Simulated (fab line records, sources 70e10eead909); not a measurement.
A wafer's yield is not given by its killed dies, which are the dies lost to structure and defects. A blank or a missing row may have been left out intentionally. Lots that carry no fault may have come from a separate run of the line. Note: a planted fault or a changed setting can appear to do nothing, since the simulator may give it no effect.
fab line records | flow nandHarc | part 2 of 2: steps 25 to 36 of 36
record lots=5 wafers=15 lastDay=24
route steps=1159 shown P_M2@325 P_BONDPAD@351
lots that met no fault: from a run of the same line without faults
startH: hours from the record's opening day to when the first of the lot's shown wafers began | waitH: hours since the lot's step before | " as in the row above | L1.1+2: a single row standing in for several wafers | - either no value or no given start | * or withheld: withheld | < > ~ a bound
route shown NAME@n: NAME is a module with steps in the file, n the number in the route of the first one | usual: the fault-free wafers' mean and standard deviation | same: alike in all rows | chamber/n: place in a boat | sites: per-site readings | _std_site: standard deviation across them | _edge_site: outer sites' mean less inner sites' | radiusMm: for every site, how far away it sits from the centre of the wafer | mask NAME#n: copy n | behind: the last tool/chamber to shape the wafer | hold: cause of the lot's hold/its duration in hours/its outcome | device: the n, p or np transistor that did not switch | end of line: tests of these same wafers at the route's end | a step given without rows: its recipe and nothing more | killed: not the wafer's yield, but the dies lost to structure and defects at the first sort | map: the dies of a wafer, with x for killed, . for not killed, _ for no die there
set.NAME: the setting as run; set.NAME@STEP: as run at that earlier step | model.NAME: the simulator's own value behind a step, which no gauge read
lots at some steps of the route; a table a step, a row a wafer
services: from which hour (startH, from the record's first day; less than 0 if before it) a tool's chamber was out of use, for how many hours, and why
## steps
# step NHARC_P_M2_DEP_33
# recipe targetThkA=300 tempC=370 targetThkNm=30 pressureTorr=3 flowSccm=200 rfW=450 material=SiCN
# usual heaterPowerW=585/66
# columns lot.wafer tool chamber startH waitH heaterPowerW
L074.2 pecvd-01 0 135.91 0.1 557
L074.5 " 1 " " 594
L074.4 " 2 " " 659
L081.1 pecvd-01 2 175.40 0.1 598
L081.6 " 0 " " 528
L081.5 " 2 " " 596
L084.2 pecvd-03 0 193.37 0.1 564
L084.3 " 1 " " 578
L084.4 " 2 " " 501
L087.2 pecvd-03 1 203.34 0.1 577
L087.1 " 2 " " 481
L087.6 " 2 " " 498
L092.2 pecvd-01 1 230.13 0.1 539
L092.3 " 2 " " 664
L092.6 " 1 " " 555
# step NHARC_P_BONDPAD_DEP_00
# recipe targetThkA=2500 tempC=370 targetThkNm=250 pressureTorr=3 flowSccm=200 rfW=450 material=SiCN
# usual heaterPowerW=593/59
# columns lot.wafer tool chamber startH waitH heaterPowerW
L074.2 pecvd-03 1 136.41 - 618
L074.5 " 0 " " 601
L074.4 " 1 " " 614
L081.1 pecvd-01 2 - - 608
L081.5 " 2 " " 611
L081.6 " 1 " " 550
L084.3 pecvd-04 1 193.74 - 566
L084.2 " 0 " " 628
L084.4 " 2 " " 665
L087.2 pecvd-01 1 203.75 - 580
L087.1 " 0 " " 553
L087.6 " 0 " " 539
L092.2 pecvd-03 1 230.69 0.5 598
L092.3 " 2 " " 533
L092.6 " 1 " " 609
# step NHARC_P_BONDPAD_CMP_32
# recipe targetThkNm=200 material=SiCN
# usual motorCurrentA=12.4/0.9
# columns lot.wafer tool chamber startH waitH motorCurrentA
L074.2 cmp-02 3 136.73 - 11.8
L074.4 " 2 " " 11.6
L074.5 " 0 " " 11.3
L081.1 cmp-02 1 176.19 - 13.2
L081.6 " 2 " " 11.0
L081.5 " 3 " " 12.0
L084.4 cmp-04 0 194.14 - 12.1
L084.2 " 1 " " 13.4
L084.3 " 3 " " 10.7
L087.1 cmp-04 0 204.16 - 12.7
L087.2 " 3 " " 11.2
L087.6 " 1 " " 13.6
L092.2 cmp-04 0 231.09 - 11.8
L092.3 " 1 " " 14.1
L092.6 " 3 " " 10.9
# step NHARC_P_BONDPAD_THK_MEAS_33
# recipe thkMeasGauge=ellipsometry
# usual thkNm=200.1/1.8
# columns lot.wafer tool chamber startH waitH thkNm
L074.2 filmMetro-01 - 136.98 0.2 199.2
L074.4 " - " " 199.3
L074.5 " - " " 198.3
L081.1 filmMetro-01 - 176.37 0.2 201.4
L081.5 " - " " 199.2
L081.6 " - " " 197.3
L084.2 filmMetro-01 - 194.40 0.2 199.0
L084.3 " - " " 199.3
L084.4 " - " " 203.4
L087.1 filmMetro-01 - 204.41 0.2 200.1
L087.2 " - " " 198.9
L087.6 " - " " 197.1
L092.2 filmMetro-01 - 231.29 0.2 201.8
L092.3 " - " " 201.1
L092.6 " - " " 196.0
# step NHARC_P_BONDPAD_SRD_34
# columns lot.wafer tool chamber startH waitH
L074.5+2+4 wetBench-08 7,0,2 137.02 0.0
L081.5+6+1 wetBench-10 0,1,2 176.42 0.0
L084.4+2+3 wetBench-10 6,7,0 194.44 0.0
L087.1+2+6 wetBench-08 2,3,4 204.45 0.0
L092.3+6+2 wetBench-10 6,7,1 231.33 0.0
# step NHARC_P_BONDPAD_DEHYDRATE_01
# recipe tempC=150 timeS=120
# usual exhaustPa=45.1/0.93
# columns lot.wafer tool chamber startH waitH exhaustPa
L074.2 lithoTrack-05 0 137.11 0.1 46.0
L074.4 " 0 " " 45.5
L074.5 " 0 " " 44.3
L081.1 lithoTrack-07 0 176.51 0.1 43.6
L081.5 " 0 " " 44.2
L081.6 " 0 " " 44.6
L084.2 lithoTrack-02 0 194.52 0.1 44.9
L084.3 " 0 " " 44.7
L084.4 " 0 " " 46.4
L087.1 lithoTrack-07 0 204.53 0.1 45.4
L087.2 " 0 " " 44.1
L087.6 " 0 " " 45.3
L092.2 lithoTrack-07 0 231.42 0.1 45.1
L092.3 " 0 " " 44.0
L092.6 " 0 " " 45.2
# step NHARC_P_BONDPAD_HMDS_02
# recipe timeS=30
# usual exhaustPa=44.9/0.88
# columns lot.wafer tool chamber startH waitH exhaustPa
L074.2 lithoTrack-05 0 - - 45.9
L074.4 " 0 " " 45.1
L074.5 " 0 " " 45.7
L081.1 lithoTrack-07 0 - - 44.5
L081.5 " 0 " " 44.3
L081.6 " 0 " " 45.5
L084.2 lithoTrack-02 0 - - 46.0
L084.3 " 0 " " 45.4
L084.4 " 0 " " 45.5
L087.1 lithoTrack-07 0 - - 43.3
L087.2 " 0 " " 43.8
L087.6 " 0 " " 43.1
L092.2 lithoTrack-07 0 - - 44.5
L092.3 " 0 " " 43.7
L092.6 " 0 " " 43.6
# step NHARC_P_BONDPAD_COAT_36
# recipe tempC=200 timeS=65
# usual exhaustPa=45.0/0.92
# columns lot.wafer tool chamber startH waitH exhaustPa
L074.2 lithoTrack-05 0 - - 45.5
L074.4 " 0 " " 44.8
L074.5 " 0 " " 44.4
L081.1 lithoTrack-07 0 - - 44.6
L081.5 " 0 " " 45.3
L081.6 " 0 " " 43.9
L084.2 lithoTrack-02 0 - - 45.1
L084.3 " 0 " " 44.3
L084.4 " 0 " " 45.3
L087.1 lithoTrack-07 0 - - 43.7
L087.2 " 0 " " 43.9
L087.6 " 0 " " 44.5
L092.2 lithoTrack-07 0 - - 45.0
L092.3 " 0 " " 45.6
L092.6 " 0 " " 44.9
# step NHARC_P_BONDPAD_COAT_03
# recipe spinRpm=2000 resistThkNm=600
# usual exhaustPa=44.9/0.94
# columns lot.wafer tool chamber startH waitH exhaustPa
L074.2 lithoTrack-05 0 - - 43.2
L074.4 " 0 " " 45.2
L074.5 " 0 " " 44.7
L081.1 lithoTrack-07 0 - - 42.9
L081.5 " 0 " " 44.1
L081.6 " 0 " " 44.7
L084.2 lithoTrack-02 0 - - 45.3
L084.3 " 0 " " 45.3
L084.4 " 0 " " 44.6
L087.1 lithoTrack-07 0 - - 45.3
L087.2 " 0 " " 45.9
L087.6 " 0 " " 44.9
L092.2 lithoTrack-07 0 - - 45.1
L092.3 " 0 " " 45.9
L092.6 " 0 " " 44.5
# step NHARC_P_BONDPAD_SOFTBAKE_04
# recipe tempC=125 timeS=70
# usual exhaustPa=45.1/0.87
# columns lot.wafer tool chamber startH waitH exhaustPa
L074.2 lithoTrack-05 0 - - 46.8
L074.4 " 0 " " 46.1
L074.5 " 0 " " 44.9
L081.1 lithoTrack-07 0 - - 46.4
L081.5 " 0 " " 46.8
L081.6 " 0 " " 45.0
L084.2 lithoTrack-02 0 - - 45.9
L084.3 " 0 " " 45.8
L084.4 " 0 " " 45.4
L087.1 lithoTrack-07 0 - - 45.7
L087.2 " 0 " " 45.2
L087.6 " 0 " " 44.9
L092.2 lithoTrack-07 0 - - 45.6
L092.3 " 0 " " 46.0
L092.6 " 0 " " 46.1
# step NHARC_P_BONDPAD_EBR_05
# usual exhaustPa=45.2/0.98
# columns lot.wafer tool chamber startH waitH exhaustPa
L074.2 lithoTrack-05 0 - - 43.6
L074.4 " 0 " " 44.4
L074.5 " 0 " " 45.2
L081.1 lithoTrack-07 0 - - 44.4
L081.5 " 0 " " 44.1
L081.6 " 0 " " 45.1
L084.2 lithoTrack-02 0 - - 43.8
L084.3 " 0 " " 45.4
L084.4 " 0 " " 43.5
L087.1 lithoTrack-07 0 - - 44.3
L087.2 " 0 " " 45.4
L087.6 " 0 " " 44.8
L092.2 lithoTrack-07 0 - - 45.4
L092.3 " 0 " " 46.6
L092.6 " 0 " " 46.7
# step NHARC_P_BONDPAD_EXPOSE_06
# recipe na=0.55 doseMj=37.06 maskId=P_BPAD
# same na=0.55
# columns lot.wafer tool chamber startH waitH mask
L074.2+4+5 krfScanner-03 0 137.40 - P_BPAD#0
L081.1+5+6 krfScanner-04 0 176.68 - P_BPAD#0
L084.2+3+4 krfScanner-03 0 194.69 - P_BPAD#0
L087.1+2+6 krfScanner-03 0 204.70 - P_BPAD#0
L092.2+3+6 krfScanner-04 0 231.72 - P_BPAD#0
## services
# columns tool chamber startH hours kind
cmp-04 - 110.49 4.0 pm
pecvd-03 - 111.00 13.0 pm
rieDiel-04 - 111.90 9.0 pm
cmp-02 - 112.48 1.1 repair
pecvd-01 1 113.72 6.4 repair
rieDiel-05 3 125.60 10.1 repair
lithoTrack-04 - 141.00 7.0 pm
pvdSputter-01 - 158.05 10.0 pm
rieDiel-05 - 163.70 9.0 pm
lithoTrack-02 - 165.02 7.0 pm
krfScanner-03 - 168.00 4.0 pm
pvdSputter-03 - 178.15 4.8 repair
rieDiel-04 - 180.16 0.8 repair
ecdCu-02 - 180.30 8.0 pm
lithoTrack-07 - 189.00 7.0 pm
ecdCu-02 - 191.73 0.2 repair
ecdCu-02 - 205.31 1.9 repair
cmp-04 - 208.49 4.0 pm
pvdSputter-02 - 214.00 10.0 pm
pecvd-01 0 215.17 22.3 repair
rieDiel-05 1 223.34 2.1 repair
krfScanner-03 - 226.73 5.0 repair
pvdSputter-02 - 229.43 5.2 repair
wetBench-08 - 230.40 8.0 pm
